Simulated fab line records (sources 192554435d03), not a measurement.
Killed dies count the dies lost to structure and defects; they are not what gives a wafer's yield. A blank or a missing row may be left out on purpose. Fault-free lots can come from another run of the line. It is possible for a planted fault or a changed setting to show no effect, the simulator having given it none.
Matching of chambers || flow n5Finfet || 3 sister chambers for N5_BEOL_M9_CURE_72 on uvCure-01
The step cures SiCOH lowk, time 120 s. 30 wafers are shown with their chamber, then 12 later ones without.

## EACH WAFER AND ITS CHAMBER
{"wafer": "L080.1", "chamber": 0, "wafer_temp_C_max": 371.6, "lampPowerPct (%)": 52.36}
{"wafer": "L080.4", "chamber": 0, "wafer_temp_C_max": 371.9, "lampPowerPct (%)": 52.27}
{"wafer": "L080.5", "chamber": 0, "wafer_temp_C_max": 371.8, "lampPowerPct (%)": 52.30}
{"wafer": "L080.2", "chamber": 0, "wafer_temp_C_max": 371.2, "lampPowerPct (%)": 52.39}
{"wafer": "L080.3", "chamber": 0, "wafer_temp_C_max": 371.9, "lampPowerPct (%)": 52.31}
{"wafer": "L080.6", "chamber": 0, "wafer_temp_C_max": 371.8, "lampPowerPct (%)": 52.29}
{"wafer": "L081.1", "chamber": 2, "wafer_temp_C_max": 371.6, "lampPowerPct (%)": 52.26}
{"wafer": "L081.2", "chamber": 2, "wafer_temp_C_max": 372.6, "lampPowerPct (%)": 52.42}
{"wafer": "L081.6", "chamber": 2, "wafer_temp_C_max": 371.9, "lampPowerPct (%)": 52.29}
{"wafer": "L084.1", "chamber": 0, "wafer_temp_C_max": 371.2, "lampPowerPct (%)": 52.29}
{"wafer": "L084.2", "chamber": 0, "wafer_temp_C_max": 371.7, "lampPowerPct (%)": 52.41}
{"wafer": "L084.5", "chamber": 0, "wafer_temp_C_max": 370.8, "lampPowerPct (%)": 52.35}
{"wafer": "L084.3", "chamber": 0, "wafer_temp_C_max": 371.6, "lampPowerPct (%)": 52.26}
{"wafer": "L084.4", "chamber": 0, "wafer_temp_C_max": 371.5, "lampPowerPct (%)": 52.29}
{"wafer": "L084.6", "chamber": 0, "wafer_temp_C_max": 371.2, "lampPowerPct (%)": 52.33}
{"wafer": "L083.3", "chamber": 2, "wafer_temp_C_max": 372.3, "lampPowerPct (%)": 52.33}
{"wafer": "L083.5", "chamber": 2, "wafer_temp_C_max": 372.0, "lampPowerPct (%)": 52.30}
{"wafer": "L083.6", "chamber": 2, "wafer_temp_C_max": 371.5, "lampPowerPct (%)": 52.32}
{"wafer": "L085.2", "chamber": 0, "wafer_temp_C_max": 372.1, "lampPowerPct (%)": 52.28}
{"wafer": "L085.4", "chamber": 0, "wafer_temp_C_max": 371.8, "lampPowerPct (%)": 52.39}
{"wafer": "L085.6", "chamber": 0, "wafer_temp_C_max": 371.7, "lampPowerPct (%)": 52.28}
{"wafer": "L090.2", "chamber": 2, "wafer_temp_C_max": 372.1, "lampPowerPct (%)": 52.36}
{"wafer": "L090.3", "chamber": 2, "wafer_temp_C_max": 372.9, "lampPowerPct (%)": 52.33}
{"wafer": "L090.5", "chamber": 2, "wafer_temp_C_max": 372.0, "lampPowerPct (%)": 52.23}
{"wafer": "L089.1", "chamber": 1, "wafer_temp_C_max": 371.5, "lampPowerPct (%)": 52.26}
{"wafer": "L089.3", "chamber": 1, "wafer_temp_C_max": 371.6, "lampPowerPct (%)": 52.27}
{"wafer": "L089.6", "chamber": 1, "wafer_temp_C_max": 371.8, "lampPowerPct (%)": 52.32}
{"wafer": "L089.2", "chamber": 1, "wafer_temp_C_max": 371.7, "lampPowerPct (%)": 52.28}
{"wafer": "L089.4", "chamber": 1, "wafer_temp_C_max": 371.4, "lampPowerPct (%)": 52.25}
{"wafer": "L089.5", "chamber": 1, "wafer_temp_C_max": 372.1, "lampPowerPct (%)": 52.35}

SIGNATURES (averages over the wafers above)
{"reading": "wafer_temp_C_max", "chamber 0": 371.587, "chamber 1": 371.683, "chamber 2": 372.100, "scatter within a chamber": 0.365}
{"reading": "lampPowerPct", "chamber 0": 52.3200, "chamber 1": 52.2883, "chamber 2": 52.3156, "scatter within a chamber": 0.0491}
Rule: distance of a wafer from a chamber = root of the sum over the readings of ((wafer's reading minus chamber's mean) / reading's scatter) squared. The wafer belongs to the nearest chamber; if the next one is less than 2 further off, it can't be placed. The scatter is the square root of a quotient: the sum, over the shown wafers, of each reading's squared deviation from its chamber's mean, divided by wafers minus chambers.

## WAFERS WITH NO CHAMBER GIVEN
{"wafer": "L092.1", "wafer_temp_C_max": 372.8, "lampPowerPct (%)": 52.30}
{"wafer": "L092.4", "wafer_temp_C_max": 372.2, "lampPowerPct (%)": 52.23}
{"wafer": "L092.6", "wafer_temp_C_max": 371.9, "lampPowerPct (%)": 52.28}
{"wafer": "L092.2", "wafer_temp_C_max": 371.8, "lampPowerPct (%)": 52.26}
{"wafer": "L092.3", "wafer_temp_C_max": 371.7, "lampPowerPct (%)": 52.28}
{"wafer": "L092.5", "wafer_temp_C_max": 371.6, "lampPowerPct (%)": 52.26}
{"wafer": "L095.1", "wafer_temp_C_max": 371.1, "lampPowerPct (%)": 52.31}
{"wafer": "L095.2", "wafer_temp_C_max": 371.2, "lampPowerPct (%)": 52.27}
{"wafer": "L095.3", "wafer_temp_C_max": 372.1, "lampPowerPct (%)": 52.31}
{"wafer": "L097.1", "wafer_temp_C_max": 371.6, "lampPowerPct (%)": 52.36}
{"wafer": "L097.3", "wafer_temp_C_max": 371.6, "lampPowerPct (%)": 52.34}
{"wafer": "L097.4", "wafer_temp_C_max": 371.9, "lampPowerPct (%)": 52.43}

## CHAMBER TAKEN BY EACH
{"wafer": "L092.1", "from the rows above": "can't be placed: 2 or 1 or 0", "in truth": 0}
{"wafer": "L092.4", "from the rows above": "can't be placed: 2 or 1 or 0", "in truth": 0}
{"wafer": "L092.6", "from the rows above": "can't be placed: 1 or 2 or 0", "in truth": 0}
{"wafer": "L092.2", "from the rows above": "can't be placed: 1 or 0 or 2", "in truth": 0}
{"wafer": "L092.3", "from the rows above": "can't be placed: 1 or 0 or 2", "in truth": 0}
{"wafer": "L092.5", "from the rows above": "can't be placed: 1 or 0 or 2", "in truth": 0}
{"wafer": "L095.1", "from the rows above": "can't be placed: 0 or 1 or 2", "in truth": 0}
{"wafer": "L095.2", "from the rows above": "can't be placed: 1 or 0 or 2", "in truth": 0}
{"wafer": "L095.3", "from the rows above": "can't be placed: 2 or 1 or 0", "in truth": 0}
{"wafer": "L097.1", "from the rows above": "can't be placed: 0 or 1 or 2", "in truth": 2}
{"wafer": "L097.3", "from the rows above": "can't be placed: 0 or 1 or 2", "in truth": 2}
{"wafer": "L097.4", "from the rows above": "can't be placed: 2 or 0 or 1", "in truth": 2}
Correctly placed: 0 of 12. From these rows, 12 cannot be placed; in 12 the true chamber is one of the candidates. Placed wrongly: 0.
